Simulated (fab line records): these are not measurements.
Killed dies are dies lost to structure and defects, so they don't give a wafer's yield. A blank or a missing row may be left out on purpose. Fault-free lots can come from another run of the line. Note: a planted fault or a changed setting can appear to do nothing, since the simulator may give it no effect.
Matching of chambers | flow nand-harc | NHARC_A_WL_FILL_ALD_02 on ald-metal-02 has 4 sister chambers
The step deposits TiN, target thk 2 nm, pulse time 3 s, ald cycles 100. 4 wafers are shown with their chamber, then 6 later ones without.

WAFERS, EACH WITH ITS CHAMBER
wafer  | chamber | heater-power-w (W)
L987.4 | 1       | 1138
L989.4 | 2       | 1052
L100.2 | 0       | 886
L100.4 | 3       | 1100

WAFERS WHOSE CHAMBER IS MISSING
wafer  | heater-power-w (W)
L102.1 | 903
L102.3 | 1069
L102.4 | 1149
L997.3 | 1142
L997.4 | 1135
L997.5 | 905

WHICH CHAMBER EACH ONE RAN IN
wafer  | from the rows above     | in truth
L102.1 | 0                       | 0
L102.3 | can't be placed: 2 or 3 | 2
L102.4 | 1                       | 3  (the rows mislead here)
L997.3 | 1                       | 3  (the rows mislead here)
L997.4 | 1                       | 1
L997.5 | 0                       | 0
3 of 6 placed correctly. From these rows, 1 cannot be placed; in 1 the true chamber is one of the candidates. 2 placed wrongly.
How it was worked out, from the rows above alone: a wafer's distance from a chamber is the root of the sum, over the readings, of the square of ((its reading less the chamber's mean) divided by the reading's scatter). The wafer belongs to the nearest chamber; if the next one is less than 2 further off, it can't be placed. Each chamber's mean is taken over the wafers shown for it. The scatter: with one shown wafer a chamber, the root of the mean of the squares of how far each hidden wafer lies from its nearest shown one.
